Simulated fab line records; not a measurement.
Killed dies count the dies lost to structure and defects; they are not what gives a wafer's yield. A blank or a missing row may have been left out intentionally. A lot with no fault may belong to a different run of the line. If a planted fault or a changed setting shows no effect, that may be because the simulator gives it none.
Matching of chambers    flow n5_finfet    N5_BEOL_M11_ALD_74 on ald_metal-04 has 4 sister chambers
The step deposits TaN, target thk 2 nm, pulse time 2 s, purge time 3 s. 4 wafers are shown with their chamber, then 7 later ones without.

== WAFERS WITH THEIR CHAMBER ==
wafer   chamber  heater_power_w (W)
L081.4  3        373
L083.3  0        405
L084.3  2        439
L084.4  1        448

== WAFERS WITH NO CHAMBER GIVEN ==
wafer   heater_power_w (W)
L084.6  452
L086.1  429
L086.3  407
L086.4  361
L089.2  399
L089.4  448
L089.5  369

== WHICH CHAMBER EACH WENT THROUGH ==
wafer   from the rows above      in truth
L084.6  can't be placed: 1 or 2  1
L086.1  can't be placed: 2 or 1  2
L086.3  0                        0
L086.4  3                        3
L089.2  0                        0
L089.4  can't be placed: 1 or 2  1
L089.5  3                        3
Correct placement for 4 of the 7. From these rows, 3 cannot be placed; in 3 the true chamber is one of the candidates. Number placed wrongly: 0.
How it was worked out, from the rows above alone: a wafer's distance from a chamber is the root of the sum, over the readings, of the square of ((its reading less the chamber's mean) divided by the reading's scatter). The wafer belongs to the nearest chamber; if the next one is less than 2 further off, it can't be placed. The mean given for a chamber averages the wafers shown for that chamber. The scatter (one wafer shown for each chamber): square how far every hidden wafer sits from the nearest shown wafer, average those squares and take the square root.
